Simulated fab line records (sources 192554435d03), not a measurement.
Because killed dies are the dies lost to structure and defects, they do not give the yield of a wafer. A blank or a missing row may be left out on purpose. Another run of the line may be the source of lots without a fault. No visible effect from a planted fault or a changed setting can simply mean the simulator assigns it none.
Split-lot experiment | flow n5-finfet | 39 wafers read from 7 lots, route of 1938 steps

## ABOUT THE SPLIT
At N5_DUMMY_GATE_ETCH_32 (etches SiO2 in CF4, target depth 3.5 nm, time 3.9 s), the setting time-s was moved away from the recipe's 3.9 s on 18 of the 39 wafers read, by -18.4% to +11.0%. The other wafers ran this setting at the recipe's value.

The reading comes from the split's own step.

## THE READING
etch.depth-nm (the simulator's own value, which no gauge read), in nm, at N5_DUMMY_GATE_ETCH_32 (etches SiO2 in CF4, target depth 3.5 nm, time 3.9 s). The file gives no usual value for it. Across the 21 wafers here that went through the recipe, the average is 3.491 nm and the standard deviation 0.044 nm.

wafer  | tool, chamber at the split | time-s as run, s | against the recipe | etch.depth-nm, nm | against lot-mates on the recipe
L074.1 | rie-si-03, 2               | 3.182            | -18.4%             | 2.837             | -0.658
L074.2 | rie-si-03, 3               | 3.9              | recipe             | 3.512             | -
L074.3 | rie-si-03, 0               | 3.182            | -18.4%             | 2.877             | -0.618
L074.4 | rie-si-03, 1               | 3.9              | recipe             | 3.474             | -
L074.5 | rie-si-03, 1               | 3.9              | recipe             | 3.498             | -
L074.6 | rie-si-03, 0               | 3.182            | -18.4%             | 2.882             | -0.613
L075.2 | rie-si-04, 1               | 3.9              | recipe             | 3.558             | -
L075.4 | rie-si-04, 0               | 3.9              | recipe             | 3.556             | -
L075.6 | rie-si-04, 0               | 3.9              | recipe             | 3.538             | -
L081.1 | rie-si-02, 2               | 3.9              | recipe             | 3.49              | -
L081.2 | rie-si-02, 3               | 3.583            | -8.1%              | 3.158             | -0.350
L081.3 | rie-si-02, 0               | 3.9              | recipe             | 3.531             | -
L081.4 | rie-si-02, 1               | 3.583            | -8.1%              | 3.116             | -0.392
L081.5 | rie-si-02, 1               | 3.583            | -8.1%              | 3.111             | -0.397
L081.6 | rie-si-02, 2               | 3.9              | recipe             | 3.502             | -
L087.1 | rie-si-02, 2               | 3.643            | -6.6%              | 3.276             | -0.191
L087.2 | rie-si-02, 3               | 3.9              | recipe             | 3.492             | -
L087.3 | rie-si-02, 1               | 3.9              | recipe             | 3.415             | -
L087.4 | rie-si-02, 0               | 3.643            | -6.6%              | 3.303             | -0.164
L087.5 | rie-si-02, 2               | 3.643            | -6.6%              | 3.286             | -0.181
L087.6 | rie-si-02, 3               | 3.9              | recipe             | 3.493             | -
L091.1 | rie-si-04, 3               | 3.233            | -17.1%             | 2.84              | -0.652
L091.2 | rie-si-04, 1               | 3.233            | -17.1%             | 2.942             | -0.550
L091.3 | rie-si-04, 2               | 3.9              | recipe             | 3.484             | -
L091.4 | rie-si-04, 2               | 3.233            | -17.1%             | 2.907             | -0.585
L091.5 | rie-si-04, 3               | 3.9              | recipe             | 3.439             | -
L091.6 | rie-si-04, 1               | 3.9              | recipe             | 3.552             | -
L092.1 | rie-si-04, 3               | 4.168            | +6.9%              | 3.652             | +0.161
L092.2 | rie-si-04, 1               | 3.9              | recipe             | 3.554             | -
L092.3 | rie-si-04, 2               | 3.9              | recipe             | 3.449             | -
L092.4 | rie-si-04, 3               | 4.168            | +6.9%              | 3.677             | +0.186
L092.5 | rie-si-04, 2               | 3.9              | recipe             | 3.471             | -
L092.6 | rie-si-04, 1               | 4.168            | +6.9%              | 3.779             | +0.288
L094.1 | rie-si-03, 2               | 3.9              | recipe             | 3.423             | -
L094.2 | rie-si-03, 3               | 4.329            | +11.0%             | 3.822             | +0.385
L094.3 | rie-si-03, 1               | 3.9              | recipe             | 3.439             | -
L094.4 | rie-si-03, 0               | 4.329            | +11.0%             | 3.861             | +0.424
L094.5 | rie-si-03, 3               | 4.329            | +11.0%             | 3.894             | +0.457
L094.6 | rie-si-03, 2               | 3.9              | recipe             | 3.45              | -

THE FIT
A straight line over all 39 wafers: etch.depth-nm changes by +0.0344 nm for each +1% of time-s; r = +0.99; the points scatter about the line by 0.048 nm.
The same after taking each lot's own level away (the mean of its wafers on the recipe; 39 wafers): +0.0353 nm for each +1%; r = +0.99; scatter 0.047 nm.
According to that fit, moving time-s by its largest amount changes the reading by 0.65 nm.
Across the lots, their own levels run from 3.4373 to 3.5507 nm, a range of 2.6 times the standard deviation given above.
Hence the lot-to-lot level has little effect on the slope; both slopes agree.
Check: with one of the wafers moved furthest among these (-18.4%) left out of the fit, the line predicts -0.65 nm for it against its lot-mates. Against them it came out at -0.658 nm.

## OTHER SPLITS ON THESE WAFERS
Before the reading, these wafers also passed through other splits. Each is held against what the fit with the lots' levels taken away leaves over:
other split on the same wafers             | wafers away from the commonest value | r with etch.depth-nm (lot level and that fit taken away)
N5_WELL_APT_IMPLANT_15 energy-kev          | 15                                   | +0.24
N5_STI_FIN_REVEAL_RECESS_09 target-depth-a | 18                                   | -0.10
N5_DUMMY_GATE_ETCH_31 target-depth-a       | 12                                   | -0.23

## THE FILE'S OWN FIT
etch.depth-nm changes by +0.0353 nm for each +1% of time-s, r = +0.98.
